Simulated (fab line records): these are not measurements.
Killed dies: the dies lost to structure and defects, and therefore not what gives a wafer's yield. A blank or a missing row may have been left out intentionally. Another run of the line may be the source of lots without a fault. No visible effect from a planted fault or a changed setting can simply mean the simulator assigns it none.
A struck lot beside a sound one :: flow n5-finfet :: 38 out of 1938 route steps
Sound: these wafers, L704.2, L704.4, L704.6. Struck: wafer L706.1 (L706.2, L706.5, from the same lot, were not struck and are left out); the cause is given at the end.
Each step with rows lists, per side, the tool, then ch with its chambers, then its first start. Under that, the readings that differ: sound wafers :: struck wafers :: difference of the means :: sigmas: that difference in standard deviations of wafers without a fault.
alike: a reading whose means differ by less than 2 such deviations, as well as words and numbers matching on both sides. not compared: withheld readings; readings where some wafer has no value; bounds like >300 that might hide an equal value; numbers whose values overlap and for which the record gives no deviation.
The two part at a step that has a row with sigmas, a row that says differs or no value, or rows on one side only. Numbers that don't overlap but have no deviation are shown without sigmas and don't part them. Lack of a reading on every wafer of one side parts them only where that side has two or more wafers.

first, 9 steps without rows for these wafers: N5_BEOL_M4_ANNEAL_95 (time 240 s); N5_BEOL_M4_SPUTTER_96 (material Cu, target thk 4.5 nm, time 8.29 s); N5_BEOL_M4_ECD_50 (material Cu, target thk 300 nm); N5_BEOL_M4_ANNEAL_51 (time 90 s); N5_BEOL_M4_CMP_52 (polishes, stops on SiOC, t overpolish 6.8 s, target thk 40 nm); N5_BEOL_M4_PRE_CLEAN_60 (time 15 s); N5_BEOL_M4_CO_CAP_55 (material Co, precursor CCTBA/H2, target thk 2 nm, time 102.1 s); N5_BEOL_M4_PRE_CLEAN_56 (time 15 s); N5_BEOL_M4_DEP_57 (deposits SiCN from 3MS/NH3, target thk 8 nm, time 14 s).
N5_BEOL_M4_RC_MEAS_101:
  sound on prober-02 ch 0, day 8 21:24; struck on prober-02 ch 0, day 9 14:39
reading: SS_P (mV/dec)
sound: 71.6 72.9 73.2
struck: 74.9
difference: +2.3
sigmas: +3

reading: VT_N (mV)
sound: 261 258 257
struck: 248
difference: -11
sigmas: -2

reading: VT_P (mV)
sound: -259 -258 -257
struck: -248
difference: +10
sigmas: +2
  alike: DIBL_N, DIBL_P, IOFF_N, IOFF_P, ION_N, ION_P, SS_N
then, 24 steps without rows for these wafers: N5_BEOL_M5_ILD_DEP_00 (deposits SiCOH lowk from DEMS/porogen, target thk 140.64 nm, time 25.9 s); N5_BEOL_M5_CURE_79 (cures SiCOH lowk, time 240 s); N5_BEOL_M5_PECVD_70 (deposits SiO2 from TEOS/O2, target thk 16 nm, time 18 s); N5_BEOL_M5_HM_DEP_02 (deposits TiN, target thk 20 nm); N5_BEOL_M5_COAT_59 (time 60 s, resist thk 60 nm); N5_BEOL_M5_COAT_60 (time 60 s, resist thk 12 nm); N5_BEOL_M5_COAT_71 (time 60 s, resist thk 5 nm); N5_BEOL_M5_COAT_05 (resist thk 30 nm); N5_BEOL_M5_EBR_07; N5_BEOL_M5_SOFTBAKE_06 (time 60 s); N5_BEOL_M5_EXPOSE_08 (exposes mask M5, target cd 28 nm); N5_BEOL_M5_PEB_09 (peb time 60 s); N5_BEOL_M5_DEVELOP_10 (develop time 30 s); N5_BEOL_M5_DESCUM_16 (chemistry O2, time 7 s); N5_BEOL_M5_ETCH_72 (etches underlayer in N2/H2, target depth 6.5 nm, time 5.2 s); N5_BEOL_M5_ETCH_61 (etches SiARC in CF4, target depth 15.6 nm, time 26 s); N5_BEOL_M5_ETCH_62 (etches SOC in N2/H2, target depth 75 nm, overetch 15 nm, time 112.5 s); N5_BEOL_M5_STRIP_63 (strips in N2/H2); N5_BEOL_M5_STRIP_73 (strips in N2/H2); N5_BEOL_M5_STRIP_64 (strips in CF4); N5_BEOL_M5_HM_OPEN_17 (chemistry Cl2/BCl3, target TiN, target depth 20 nm, overetch 6 nm); N5_BEOL_M5_STRIP_19 (strips in O2); N5_BEOL_M5_COAT_65 (time 60 s, resist thk 60 nm); N5_BEOL_M5_COAT_66 (time 60 s, resist thk 12 nm).
N5_BEOL_M8_CMP_52: polishes, stops on SiCOH lowk, t overpolish 6.9 s, target thk 80 nm.
  sound on cmp-04 ch 0,1,2, day 10 08:57; struck on cmp-04 ch 1, day 11 05:58
reading: barrier-field-endpoint-s (s)
sound: 27.8 28.8 29.3
struck: 46.7
difference: +18.1
sigmas: +21

reading: overpolish-run-s (s)
sound: 6.893 6.912 6.894
struck: 0.045
difference: -6.855
sigmas: -99 or more

reading: time-to-endpoint-s (s)
sound: 55 58 59
struck: 82
difference: +25
sigmas: +6
  alike: clearing-platen-rpm, motor-current-A
N5_BEOL_M8_THK_MEAS_53: measures by xrf.
  sound on film-metro-01, day 10 09:12; struck on film-metro-02, day 11 06:16
reading: M8_THK (nm)
sound: 78.1 75.4 77.3
struck: 185.0
difference: +108.1
sigmas: +45
N5_BEOL_M8_INSPECT_58: inspects for defects (darkfield).
  sound on defect-inspect-01, day 10 09:22; struck on defect-inspect-01, day 11 06:25
reading: raw-defect-count
sound: 67 100 61
struck: 1064
difference: +988
sigmas: +40
-- a jump in the record: the struck wafers' starts before and after are 3 days apart (it breaks off in module BEOL_M8 and resumes in module PASSIVATION, where the first step shown is number 1936 of the route) --
N5_PASSIVATION_PROBE_49:
  sound on prober-01, day 13 13:55; struck on prober-01, day 13 22:30
reading: defect-limited-yield (%)
sound: 90.3 92.5 93.5
struck: 0
difference: -92
sigmas: -66

reading: killed_at_M4_up
sound: 17 11 13
struck: 1091
difference: +1077
sigmas: +99 or more

reading: killed-dies
sound: 115 89 77
struck: 1180
difference: +1086
sigmas: +68

reading: killed-on-rim
sound: 14 7 9
struck: 152
difference: +142
sigmas: +34

reading: sort-n-pass
sound: 1035 1091 1103
struck: 0
difference: -1076
sigmas: -47

reading: sort-yield-pct (%)
sound: 87.7 92.5 93.5
struck: 0
difference: -91
sigmas: -48
  alike: killed_at_M0_to_M3, killed-at-contacts, killed-at-front-end, killed-at-other, killed-open, killed-short, sort_bin_5_function, sort_bin_6_memory, sort_bin_8_speed

== WHERE THEY PART ==
Earliest at N5_BEOL_M4_RC_MEAS_101; latest, in this record, at N5_PASSIVATION_PROBE_49.

WHY: what the simulator had put in
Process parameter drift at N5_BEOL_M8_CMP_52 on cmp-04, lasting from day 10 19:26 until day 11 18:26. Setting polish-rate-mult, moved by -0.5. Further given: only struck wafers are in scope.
